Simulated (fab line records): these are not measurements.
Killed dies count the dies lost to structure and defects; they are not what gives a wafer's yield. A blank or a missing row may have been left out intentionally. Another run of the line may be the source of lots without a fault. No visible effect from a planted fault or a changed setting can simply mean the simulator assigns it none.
Matching of chambers || flow nand harc || NHARC_A_CHANNEL_FILL_D2_ALD_25 on ald hk-03: 4 sister chambers
The step deposits SiOx, target thk 60 nm, pulse time 10 s, ald cycles 600. 4 wafers are shown with their chamber, then 10 later ones without.

WAFERS, EACH WITH ITS CHAMBER
{"wafer": "L082.2", "chamber": 0, "heater power w (W)": 535}
{"wafer": "L087.3", "chamber": 3, "heater power w (W)": 464}
{"wafer": "L089.3", "chamber": 1, "heater power w (W)": 359}
{"wafer": "L089.4", "chamber": 2, "heater power w (W)": 404}

WAFERS WHOSE CHAMBER IS MISSING
{"wafer": "L089.5", "heater power w (W)": 548}
{"wafer": "L091.2", "heater power w (W)": 360}
{"wafer": "L091.4", "heater power w (W)": 446}
{"wafer": "L091.6", "heater power w (W)": 371}
{"wafer": "L092.2", "heater power w (W)": 422}
{"wafer": "L092.3", "heater power w (W)": 450}
{"wafer": "L092.5", "heater power w (W)": 549}
{"wafer": "L097.3", "heater power w (W)": 370}
{"wafer": "L097.5", "heater power w (W)": 424}
{"wafer": "L097.6", "heater power w (W)": 448}

EACH ONE'S CHAMBER
{"wafer": "L089.5", "from the rows above": 0, "in truth": 0}
{"wafer": "L091.2", "from the rows above": 1, "in truth": 1}
{"wafer": "L091.4", "from the rows above": "can't be placed: 3 or 2", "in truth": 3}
{"wafer": "L091.6", "from the rows above": "can't be placed: 1 or 2", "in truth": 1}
{"wafer": "L092.2", "from the rows above": "can't be placed: 2 or 3", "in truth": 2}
{"wafer": "L092.3", "from the rows above": 3, "in truth": 3}
{"wafer": "L092.5", "from the rows above": 0, "in truth": 0}
{"wafer": "L097.3", "from the rows above": "can't be placed: 1 or 2", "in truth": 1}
{"wafer": "L097.5", "from the rows above": "can't be placed: 2 or 3", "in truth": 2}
{"wafer": "L097.6", "from the rows above": "can't be placed: 3 or 2", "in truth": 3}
Correctly placed: 4 of 10. Not placeable from these rows: 6 (in 6, the candidates include the true chamber). Placed wrongly: 0.
How it was worked out, from the rows above alone: a wafer's distance from a chamber is the root of the sum, over the readings, of the square of ((its reading less the chamber's mean) divided by the reading's scatter). The wafer belongs to the nearest chamber; if the next one is less than 2 further off, it can't be placed. The mean given for a chamber averages the wafers shown for that chamber. The scatter: with one shown wafer a chamber, the root of the mean of the squares of how far each hidden wafer lies from its nearest shown one.
